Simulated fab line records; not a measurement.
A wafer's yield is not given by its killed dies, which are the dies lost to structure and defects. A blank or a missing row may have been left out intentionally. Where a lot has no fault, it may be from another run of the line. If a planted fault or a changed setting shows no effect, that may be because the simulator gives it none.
Lot-split experiment    flow n5-finfet    route with 1938 steps; 7 lots, 21 wafers read

== THE SPLIT ITSELF ==
At N5_BEOL_M1_ETCH_70 (etches SOC in N2/H2, target depth 80 nm, overetch 16 nm, time 120 s), the setting time-s was moved away from the recipe's 120 s on 6 of the 21 wafers read, by -9.2% to +17.9%. This setting was run at the recipe's value on the other wafers.

The reading comes from the split's own step.

== THE READING ==
SiARC_of_BEOL_M1_COAT_68.thk-nm (the simulator's own value, which no gauge read), in nm, at N5_BEOL_M1_ETCH_70 (etches SOC in N2/H2, target depth 80 nm, overetch 16 nm, time 120 s). The file does not state a usual value for it. Average 6.3 nm, standard deviation 0.14 nm, over the 15 wafers here run with the recipe.

wafer   tool, chamber at the split  time-s as run, s  against the recipe  SiARC_of_BEOL_M1_COAT_68.thk-nm, nm  against lot-mates on the recipe
L074.1  rie-diel-06, 3,2            120               recipe              6.4                                  -
L074.4  rie-diel-06, 3,2            120               recipe              6.4                                  -
L074.2  rie-diel-06, 1              120               recipe              6                                    -
L081.3  rie-diel-03, 0              137.8             +14.8%              5.6                                  -0.7
L081.4  rie-diel-03, 0              120               recipe              6.4                                  -
L081.6  rie-diel-03, 3              120               recipe              6.2                                  -
L083.1  rie-diel-03, 3,2,1          141.5             +17.9%              5.4                                  no lot-mate on the recipe
L083.5  rie-diel-03, 3,2,1          141.5             +17.9%              5.4                                  no lot-mate on the recipe
L083.6  rie-diel-03, 3,2,1          141.5             +17.9%              5.4                                  no lot-mate on the recipe
L091.3  rie-diel-01, 3,0            120               recipe              6.2                                  -
L091.5  rie-diel-01, 3,0            120               recipe              6.2                                  -
L091.4  rie-diel-01, 1              120               recipe              6.4                                  -
L092.1  rie-diel-06, 0              128               +6.7%               5.8                                  -0.7
L092.3  rie-diel-06, 2              120               recipe              6.4                                  -
L092.4  rie-diel-06, 3              120               recipe              6.6                                  -
L095.1  rie-diel-06, 3              109               -9.2%               7                                    +0.8
L095.3  rie-diel-06, 0              120               recipe              6.2                                  -
L095.5  rie-diel-06, 0              120               recipe              6.2                                  -
L097.1  rie-diel-06, 0              120               recipe              6.2                                  -
L097.2  rie-diel-06, 3,2            120               recipe              6.4                                  -
L097.3  rie-diel-06, 3,2            120               recipe              6.4                                  -
When a row names more than one chamber, that row covers several wafers, and the file does not tell which wafer ran in which chamber.

FIT RESULTS
A straight line over all 21 wafers: SiARC_of_BEOL_M1_COAT_68.thk-nm changes by -0.0532 nm for each +1% of time-s; r = -0.94; the points scatter about the line by 0.14 nm.
The same after taking each lot's own level away (the mean of its wafers on the recipe; 18 wafers): -0.0646 nm for each +1%; r = -0.89; scatter 0.15 nm.
According to that fit, moving time-s by its largest amount changes the reading by 1.2 nm.
Measured against the standard deviation above, the lots' own levels, which go from 6.20 to 6.50 nm, span 2.1 times it.
Hence the slope depends on the lot-to-lot level, as the two fits are not the same.
Check: with one of the wafers moved furthest among these (+14.8%) left out of the fit, the line predicts -1.4 nm for it against its lot-mates. It came out at -0.7 nm against them.

== THESE WAFERS: OTHER SPLITS ==
These wafers also went through other splits before the reading. Each is held against what the fit with the lots' levels taken away leaves over:
other split on the same wafers  wafers away from the commonest value  r with SiARC_of_BEOL_M1_COAT_68.thk-nm (lot level and that fit taken away)
N5_BEOL_M1_COAT_62 spin-rpm     10                                    +0.13
N5_BEOL_M1_ETCH_77 source-w     8                                     +0.24

== FILE'S OWN FIT ==
SiARC_of_BEOL_M1_COAT_68.thk-nm changes by -0.0642 nm for each +1% of time-s, r = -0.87.
